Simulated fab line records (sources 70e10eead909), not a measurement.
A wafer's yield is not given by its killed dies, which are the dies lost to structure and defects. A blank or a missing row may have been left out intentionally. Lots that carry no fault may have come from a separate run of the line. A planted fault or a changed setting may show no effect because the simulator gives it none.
3 desks looking at one fault -- flow nand_harc -- only its own numbers are on each desk; what lay behind them is given at the end

DESK OF THE TOOL OWNER: pvd_sputter-02
The tool's own readings at NHARC_A_M1_PVD_21 (deposits Cu, target thk 30 nm, time 20.49 s): means of the sampled wafers that have a number, for each lot that ran on this tool. A lot is out of limits, marked OUT, if its mean lies more than 4 standard deviations from the usual mean; the brackets give that distance.
Columns: A = throttle_valve_pct at NHARC_A_M1_PVD_21, usual 29.9 %
lot,first seen here,A
L719,day 19 20:08,28.6
L720,day 20 02:10,29.1
L721,day 20 02:49,29.1
L724,day 20 12:14,29.1
L729,day 21 20:32,28.7
L728,day 22 11:05,29.4
Result from this desk: across the 6 lots, nothing is out of limits.

THE DEFECT DESK
Per lot, the means of the sampled wafers with a number show what the inspections along the route counted. A lot is out of limits, marked OUT, if its mean lies more than 4 standard deviations from the usual mean; the brackets give that distance.
Columns: A = raw_defect_count at NHARC_THIN_TSV_INSPECT_40, usual 482
lot,first seen here,A
L713,day 19 14:20,437
L712,day 19 14:21,500
L716,day 19 14:21,427
L718,day 21 02:50,610
L719,day 21 02:50,575
L717,day 21 12:16,419
L720,day 21 12:16,485
L721,day 21 12:16,433
L724,day 21 15:56,467
L725,day 21 19:54,438
L723,day 23 04:15,541
L729,day 23 04:16,410
L728,day 23 18:11,546
Result from this desk: across the 13 lots, nothing is out of limits.

FROM THE METROLOGY DESK
What the gauges read for every lot (on any tool): the sampled wafers with a number, averaged. A lot is out of limits, marked OUT, if its mean lies more than 4 standard deviations from the usual mean; the brackets give that distance.
Columns: A = thk_nm at NHARC_THIN_TSV_THK_MEAS_02, usual 2988 nm
lot,first seen here,A
L712,day 19 00:52,3164
L713,day 19 02:04,3104
L716,day 19 03:16,3080
L718,day 20 13:04,3113
L719,day 20 14:16,2920
L717,day 20 23:41,3446
L721,day 21 00:52,3149
L720,day 21 02:05,3138
L724,day 21 05:44,2666
L725,day 21 06:57,2894
L723,day 22 15:17,2875
L729,day 22 16:29,2983
L728,day 23 04:49,2746
Result from this desk: across the 13 lots, nothing is out of limits.

BROUGHT TOGETHER
Nothing out of limits was seen by the tool owner's desk.
Nothing out of limits was seen by the defect desk.
Metrology desk: nothing out of limits seen.

WHAT WAS PUT IN BY THE SIMULATOR
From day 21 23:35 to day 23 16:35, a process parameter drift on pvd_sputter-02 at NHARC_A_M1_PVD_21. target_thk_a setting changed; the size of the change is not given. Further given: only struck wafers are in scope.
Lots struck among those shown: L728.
